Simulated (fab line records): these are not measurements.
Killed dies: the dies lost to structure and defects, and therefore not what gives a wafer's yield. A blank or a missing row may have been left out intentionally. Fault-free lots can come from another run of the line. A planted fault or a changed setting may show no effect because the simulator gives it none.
The tool behind it: which one? / flow nand-harc / 39 wafers from 13 lots sampled at 5 of the route's 1159 steps

WHAT EACH GAUGE READ, for each wafer
NHARC_HYBRID_BOND_OVL_MEAS_05.
lot=L619; measured=day 19 03:07; on=overlay-02; overlay-x-nm (nm)=-17 45 51; overlay-y-nm (nm)=41 59 -2
lot=L620; measured=day 19 18:52; on=overlay-01; overlay-x-nm (nm)=5 16 5; overlay-y-nm (nm)=21 30 72
lot=L622; measured=day 19 18:52; on=overlay-02; overlay-x-nm (nm)=-80 40 19; overlay-y-nm (nm)=-21 29 -8
lot=L624; measured=day 20 00:55; on=overlay-01; overlay-x-nm (nm)=-2 30 5; overlay-y-nm (nm)=32 -5 -9
lot=L625; measured=day 21 02:25; on=overlay-02; overlay-x-nm (nm)=3 19 4; overlay-y-nm (nm)=-49 6 16
lot=L627; measured=day 21 02:25; on=overlay-01; overlay-x-nm (nm)=44 -3 37; overlay-y-nm (nm)=-30 -5 -59
lot=L626; measured=day 21 02:26; on=overlay-02; overlay-x-nm (nm)=12 -49 9; overlay-y-nm (nm)=36 -21 -7
lot=L631; measured=day 22 09:58; on=overlay-01; overlay-x-nm (nm)=-12 -7 32; overlay-y-nm (nm)=38 13 -2
lot=L629; measured=day 22 18:43; on=overlay-01; overlay-x-nm (nm)=-4 -41 -10; overlay-y-nm (nm)=-21 -64 -28
lot=L630; measured=day 22 18:43; on=overlay-02; overlay-x-nm (nm)=-1 -16 -19; overlay-y-nm (nm)=30 -31 7
lot=L636; measured=day 22 23:01; on=overlay-02; overlay-x-nm (nm)=-13 -25 45; overlay-y-nm (nm)=-17 6 -34
lot=L632; measured=day 23 18:52; on=overlay-02; overlay-x-nm (nm)=15 -15 -42; overlay-y-nm (nm)=16 -16 1
lot=L639; measured=day 24 02:35; on=overlay-01; overlay-x-nm (nm)=12 19 15; overlay-y-nm (nm)=-24 -11 31

NHARC_THIN_TSV_INSPECT_40.
lot=L619; measured=day 19 16:48; on=defect-inspect-02; raw-defect-count=374 410 442
lot=L620; measured=day 20 10:10; on=defect-inspect-01; raw-defect-count=339 337 389
lot=L622; measured=day 20 10:09; on=defect-inspect-02; raw-defect-count=490 466 457
lot=L624; measured=day 20 16:01; on=defect-inspect-02; raw-defect-count=399 448 502
lot=L625; measured=day 21 19:02; on=defect-inspect-02; raw-defect-count=509 581 484
lot=L627; measured=day 21 19:03; on=defect-inspect-02; raw-defect-count=424 490 470
lot=L626; measured=day 21 19:02; on=defect-inspect-01; raw-defect-count=478 416 451
lot=L631; measured=day 23 00:25; on=defect-inspect-02; raw-defect-count=393 435 291
lot=L629; measured=day 23 09:21; on=defect-inspect-01; raw-defect-count=597 371 546
lot=L630; measured=day 23 09:20; on=defect-inspect-02; raw-defect-count=589 438 545
lot=L636; measured=day 23 13:54; on=defect-inspect-01; raw-defect-count=513 347 422
lot=L632; measured=day 24 10:13; on=defect-inspect-01; raw-defect-count=570 571 432
lot=L639; measured=day 24 17:13; on=defect-inspect-02; raw-defect-count=553 476 510

NHARC_END_SORT_01.
lot=L631; measured=day 23 05:50; on=prober-01; defect-limited-yield (%)=94.5 95.9 0; killed-at-array=31 20 30; killed-at-other=3 2 644; killed-at-periphery=3 6 3; killed-dies=37 28 677; killed-open=2 3 2; killed-short=2 4 2; sort_bin_2_pct (%)=2.2 1.2 96.5; sort_bin_3_pct (%)=0.30 0.30 0.30; sort_bin_4_pct (%)=3.0 2.7 3.2; sort-n-pass=640 649 0; sort-rim-yield-pct (%)=94 92 0; sort-yield-pct (%)=94.5 95.9 0
lot=L629; measured=day 23 21:48; on=prober-01; defect-limited-yield (%)=97.8; killed-at-array=13; killed-at-other=0; killed-at-periphery=2; killed-dies=15; killed-open=4; killed-short=2; sort_bin_2_pct (%)=0.7; sort_bin_3_pct (%)=0; sort_bin_4_pct (%)=1.5; sort-n-pass=662; sort-rim-yield-pct (%)=100; sort-yield-pct (%)=97.8
lot=L630; measured=day 23 14:50; on=prober-02; defect-limited-yield (%)=0 93.5 95.9; killed-at-array=43 41 28; killed-at-other=633 0 0; killed-at-periphery=1 3 0; killed-dies=677 44 28; killed-open=0 4 2; killed-short=2 4 2; sort_bin_2_pct (%)=95.4 2.4 1.3; sort_bin_3_pct (%)=0.59 0.15 0.44; sort_bin_4_pct (%)=4.0 4.0 2.4; sort-n-pass=0 633 649; sort-rim-yield-pct (%)=0 96 92; sort-yield-pct (%)=0 93.5 95.9
lot=L636; measured=day 24 03:57; on=prober-01; defect-limited-yield (%)=96.8 0 96.8; killed-at-array=17 18 16; killed-at-other=0 655 0; killed-at-periphery=5 4 6; killed-dies=22 677 22; killed-open=4 3 6; killed-short=0 0 2; sort_bin_2_pct (%)=0.9 97.6 0.4; sort_bin_3_pct (%)=0.15 0.30 0.15; sort_bin_4_pct (%)=2.2 2.1 2.7; sort-n-pass=655 0 655; sort-rim-yield-pct (%)=94 0 94; sort-yield-pct (%)=96.8 0 96.8

WHAT TOOL EACH LOT RAN ON (gives the tool, then ch and the chambers of the sampled wafers, and finally the start)
lot=L619; NHARC_A_BONDPAD_PVD_17=pvd-sputter-01, day 19 03:07 or earlier; NHARC_THIN_TSV_PVD_51=pvd-sputter-03, day 19 09:32
lot=L620; NHARC_A_BONDPAD_PVD_17=pvd-sputter-03, day 19 18:52 or earlier; NHARC_THIN_TSV_PVD_51=pvd-sputter-02, day 20 01:50
lot=L622; NHARC_A_BONDPAD_PVD_17=pvd-sputter-01, day 19 18:52 or earlier; NHARC_THIN_TSV_PVD_51=pvd-sputter-02, day 20 00:42
lot=L624; NHARC_A_BONDPAD_PVD_17=pvd-sputter-01, day 20 00:55 or earlier; NHARC_THIN_TSV_PVD_51=pvd-sputter-01, day 20 07:14
lot=L625; NHARC_A_BONDPAD_PVD_17=pvd-sputter-02, day 21 02:25 or earlier; NHARC_THIN_TSV_PVD_51=pvd-sputter-02, day 21 08:19
lot=L627; NHARC_A_BONDPAD_PVD_17=pvd-sputter-02, day 21 02:25 or earlier; NHARC_THIN_TSV_PVD_51=pvd-sputter-01, day 21 09:20
lot=L626; NHARC_A_BONDPAD_PVD_17=pvd-sputter-01, day 21 02:26 or earlier; NHARC_THIN_TSV_PVD_51=pvd-sputter-02, day 21 11:01
lot=L631; NHARC_A_BONDPAD_PVD_17=pvd-sputter-03, day 22 09:58 or earlier; NHARC_THIN_TSV_PVD_51=pvd-sputter-02, day 22 15:38
lot=L629; NHARC_A_BONDPAD_PVD_17=pvd-sputter-03, day 22 18:43 or earlier; NHARC_THIN_TSV_PVD_51=pvd-sputter-01, day 23 01:52
lot=L630; NHARC_A_BONDPAD_PVD_17=pvd-sputter-01, day 22 18:43 or earlier; NHARC_THIN_TSV_PVD_51=pvd-sputter-02, day 23 00:46
lot=L636; NHARC_A_BONDPAD_PVD_17=pvd-sputter-02, day 22 23:01 or earlier; NHARC_THIN_TSV_PVD_51=pvd-sputter-02, day 23 05:53
lot=L632; NHARC_A_BONDPAD_PVD_17=pvd-sputter-02, day 23 18:52 or earlier; NHARC_THIN_TSV_PVD_51=pvd-sputter-03, day 24 02:04
lot=L639; NHARC_A_BONDPAD_PVD_17=pvd-sputter-03, day 24 02:35 or earlier; NHARC_THIN_TSV_PVD_51=pvd-sputter-01, day 24 09:56
- NHARC_A_BONDPAD_PVD_17: deposits TaN, target thk 5 nm, time 8.06 s.
- NHARC_THIN_TSV_PVD_51: deposits Cu, target thk 100 nm.

AS READ BY THE TOOLS THEMSELVES (means over the sampled wafers that have a number; for cases with no such wafer, the mark the record gives instead)
NHARC_A_BONDPAD_PVD_17.
lot=L619; tool=pvd-sputter-01; throttle-valve-pct (%)=30.2
lot=L620; tool=pvd-sputter-03; throttle-valve-pct (%)=29.8
lot=L622; tool=pvd-sputter-01; throttle-valve-pct (%)=29.8
lot=L624; tool=pvd-sputter-01; throttle-valve-pct (%)=30.3
lot=L625; tool=pvd-sputter-02; throttle-valve-pct (%)=29.7
lot=L627; tool=pvd-sputter-02; throttle-valve-pct (%)=30.1
lot=L626; tool=pvd-sputter-01; throttle-valve-pct (%)=29.5
lot=L631; tool=pvd-sputter-03; throttle-valve-pct (%)=28.8
lot=L629; tool=pvd-sputter-03; throttle-valve-pct (%)=28.8
lot=L630; tool=pvd-sputter-01; throttle-valve-pct (%)=30.2
lot=L636; tool=pvd-sputter-02; throttle-valve-pct (%)=29.1
lot=L632; tool=pvd-sputter-02; throttle-valve-pct (%)=30.0
lot=L639; tool=pvd-sputter-03; throttle-valve-pct (%)=29.3

NHARC_THIN_TSV_PVD_51.
lot=L619; tool=pvd-sputter-03; throttle-valve-pct (%)=29.9
lot=L620; tool=pvd-sputter-02; throttle-valve-pct (%)=29.7
lot=L622; tool=pvd-sputter-02; throttle-valve-pct (%)=29.9
lot=L624; tool=pvd-sputter-01; throttle-valve-pct (%)=29.7
lot=L625; tool=pvd-sputter-02; throttle-valve-pct (%)=29.3
lot=L627; tool=pvd-sputter-01; throttle-valve-pct (%)=29.4
lot=L626; tool=pvd-sputter-02; throttle-valve-pct (%)=29.2
lot=L631; tool=pvd-sputter-02; throttle-valve-pct (%)=29.2
lot=L629; tool=pvd-sputter-01; throttle-valve-pct (%)=29.6
lot=L630; tool=pvd-sputter-02; throttle-valve-pct (%)=29.8
lot=L636; tool=pvd-sputter-02; throttle-valve-pct (%)=29.7
lot=L632; tool=pvd-sputter-03; throttle-valve-pct (%)=29.5
lot=L639; tool=pvd-sputter-01; throttle-valve-pct (%)=29.4

THE ANSWER, worked out from the rows above alone
Rule: the usual values come from the lots themselves. The widest of any qualifying gaps counts: lots, ordered by their means at a reading, are off when they make up no more than a third of the lots, leave a main group of 4 or more, and stand apart from it by 3 or more times the standard deviation of that group's means. The tables above print the reading to a certain number of digits; a main group whose means all agree to those digits is not used. A lot without any number at a reading at which 4 lots or more have one is off too. All remaining lots with rows at the step are treated as sound. First the gauges in route order, then the tools' own readings, where a lot's mean is used as printed above. At the first step where some lot is off, the reading lying furthest off is the one used; lots without a number count as furthest.
Across all readings shown, no lot is off: no conclusion can be drawn from this.

WHAT HAD BEEN PUT IN BY THE SIMULATOR
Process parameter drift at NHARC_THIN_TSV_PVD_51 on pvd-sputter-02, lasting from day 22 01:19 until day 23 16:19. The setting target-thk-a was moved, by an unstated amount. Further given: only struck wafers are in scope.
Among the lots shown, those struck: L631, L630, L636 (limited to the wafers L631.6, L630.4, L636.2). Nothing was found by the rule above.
